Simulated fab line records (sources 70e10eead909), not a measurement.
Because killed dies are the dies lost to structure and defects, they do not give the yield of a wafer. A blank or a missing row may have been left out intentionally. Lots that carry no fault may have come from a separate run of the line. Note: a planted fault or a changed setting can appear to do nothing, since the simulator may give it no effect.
Struck lot and sound lot, side by side	flow nand-harc	15 out of 1302 route steps
Sound: these wafers, L815.1, L815.2, L815.3. Struck: wafers L827.2, L827.6 (left out: L827.1, a lot-mate that was not struck); the cause follows at the end.
Per side, at each step with rows, come the tool, then ch with its chambers, and then its first start. Under that, the readings that differ: sound wafers	struck wafers	difference of the means	sigmas: that difference in standard deviations of wafers without a fault.
alike: a reading whose means differ by less than 2 such deviations, as well as words and numbers matching on both sides. not compared: withheld readings; readings where some wafer has no value; bounds like >300 that might hide an equal value; numbers whose values overlap and for which the record gives no deviation.
A row with sigmas, a row that says differs or no value, or rows on one side alone: a step with any of these is where the two part. Non-overlapping numbers with no deviation appear without sigmas and do not part them. A reading that every wafer of one side lacks parts them only if that side has two wafers or more.

first, 8 steps without rows for these wafers: NHARC_THIN_TSV_DEHYDRATE_25 (time 120 s); NHARC_THIN_TSV_HMDS_26 (time 30 s); NHARC_THIN_TSV_COAT_27; NHARC_THIN_TSV_SOFTBAKE_28 (time 95 s); NHARC_THIN_TSV_EBR_29; NHARC_THIN_TSV_EXPOSE_30 (exposes mask PAD); NHARC_THIN_TSV_PEB_31 (peb time 85 s); NHARC_THIN_TSV_DEVELOP_32 (time 70 s).
NHARC_THIN_TSV_CD_MEAS_33: target cd 5000 nm.
  sound on cd-sem-03 ch 0, day 27 06:08; struck on cd-sem-01 ch 0, day 32 18:00
  alike: cd-nm
then, 1 step without rows for these wafers: NHARC_THIN_TSV_HARDBAKE_34 (time 80 s).
NHARC_THIN_TSV_DESCUM_35: chemistry O2, time 3 s.
  sound on rie-diel-01 ch 0,1,2, day 27 06:19; struck on rie-diel-03 ch 0,3, day 32 18:10
  alike: drypump-motor-current-A, oes-product-au, rf-vpp-V, showerhead-plenum-p-Torr, throttle-valve-pct
  not compared: rf-hours-counter-h
NHARC_THIN_TSV_ETCH_59: etches the open film in Cl2/BCl3, target depth 880 nm, time 138.1 s.
  sound on rie-metal-01 ch 0,1, day 27 06:26; struck on rie-metal-02 ch 0,1, day 32 18:17
  alike: drypump-motor-current-A, oes-product-au, run-length-s, throttle-valve-pct
  not compared: rf-hours-counter-h
NHARC_THIN_TSV_ETCH_36: etches the open film in Cl2/BCl3, target depth 65 nm, time 18.571 s.
  sound on rie-metal-01 ch 0,1, day 27 06:41; struck on rie-metal-02 ch 0, day 32 18:32
reading	sound	struck	difference	sigmas
run-length-s (s)	39.6 39.7 40.0	33.9 34.3	-5.7	-14
  alike: drypump-motor-current-A, oes-product-au
  not compared: rf-hours-counter-h
NHARC_THIN_TSV_STRIP_56: strips in O2.
  sound on plasma-asher-01 ch 0,1, day 27 06:47; struck on plasma-asher-02 ch 0, day 32 18:39
reading	sound	struck	difference	sigmas
drypump-motor-current-A (A)	6.2 6.1 6.2	4.7 4.7	-1.5	-2
heater-power-w (W)	344 341 351	274 270	-73	-2
  not compared: rf-hours-counter-h
NHARC_END_SORT_01:
  the record has rows for the sound wafers here (prober-01 ch 0, day 27 14:16) and none for the struck ones

== WHERE THEY PART ==
Last at NHARC_END_SORT_01 as far as this record goes, first at NHARC_THIN_TSV_ETCH_36.

WHY: whatever the simulator had introduced
rie-metal-02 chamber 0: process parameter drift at NHARC_THIN_TSV_ETCH_36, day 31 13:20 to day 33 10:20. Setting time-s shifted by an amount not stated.
